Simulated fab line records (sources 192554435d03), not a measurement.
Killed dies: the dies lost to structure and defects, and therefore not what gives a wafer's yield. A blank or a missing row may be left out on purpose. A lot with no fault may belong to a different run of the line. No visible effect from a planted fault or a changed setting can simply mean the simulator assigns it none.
Matching of chambers || flow n5Finfet || N5_BEOL_M2_DEP_57 on pecvd-02: 3 sister chambers
The step deposits SiCN from 3MS/NH3, target thk 8 nm, time 14 s. 3 wafers are shown with their chamber, then 10 later ones without.

== EACH WAFER AND ITS CHAMBER ==
{"wafer": "L083.6", "chamber": 0, "throttleValvePct (%)": 9.1}
{"wafer": "L090.2", "chamber": 1, "throttleValvePct (%)": 9.7}
{"wafer": "L090.3", "chamber": 2, "throttleValvePct (%)": 8.3}

== WAFERS MISSING THEIR CHAMBER ==
{"wafer": "L090.5", "throttleValvePct (%)": 9.9}
{"wafer": "L093.2", "throttleValvePct (%)": 8.2}
{"wafer": "L093.5", "throttleValvePct (%)": 9.3}
{"wafer": "L093.6", "throttleValvePct (%)": 10.2}
{"wafer": "L095.1", "throttleValvePct (%)": 9.5}
{"wafer": "L095.2", "throttleValvePct (%)": 8.5}
{"wafer": "L095.3", "throttleValvePct (%)": 10.1}
{"wafer": "L096.3", "throttleValvePct (%)": 8.5}
{"wafer": "L096.5", "throttleValvePct (%)": 8.3}
{"wafer": "L096.6", "throttleValvePct (%)": 9.3}

== WHICH CHAMBER EACH WENT THROUGH ==
{"wafer": "L090.5", "from the rows above": 1, "in truth": 1}
{"wafer": "L093.2", "from the rows above": 2, "in truth": 2}
{"wafer": "L093.5", "from the rows above": "can't be placed: 0 or 1", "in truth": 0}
{"wafer": "L093.6", "from the rows above": 1, "in truth": 1}
{"wafer": "L095.1", "from the rows above": "can't be placed: 1 or 0", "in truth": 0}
{"wafer": "L095.2", "from the rows above": "can't be placed: 2 or 0", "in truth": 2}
{"wafer": "L095.3", "from the rows above": 1, "in truth": 1}
{"wafer": "L096.3", "from the rows above": "can't be placed: 2 or 0", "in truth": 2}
{"wafer": "L096.5", "from the rows above": 2, "in truth": 2}
{"wafer": "L096.6", "from the rows above": "can't be placed: 0 or 1", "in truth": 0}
Placed correctly: 5 of 10. Unplaceable from these rows: 5, with the true chamber sitting among the candidates in 5. Wrongly placed: 0.
How it was worked out, from the rows above alone: a wafer's distance from a chamber is the root of the sum, over the readings, of the square of ((its reading less the chamber's mean) divided by the reading's scatter). The wafer belongs to the nearest chamber; if the next one is less than 2 further off, it can't be placed. The mean given for a chamber averages the wafers shown for that chamber. The scatter: root of mean squared gap, hidden wafer to nearest shown wafer, with one shown wafer a chamber.
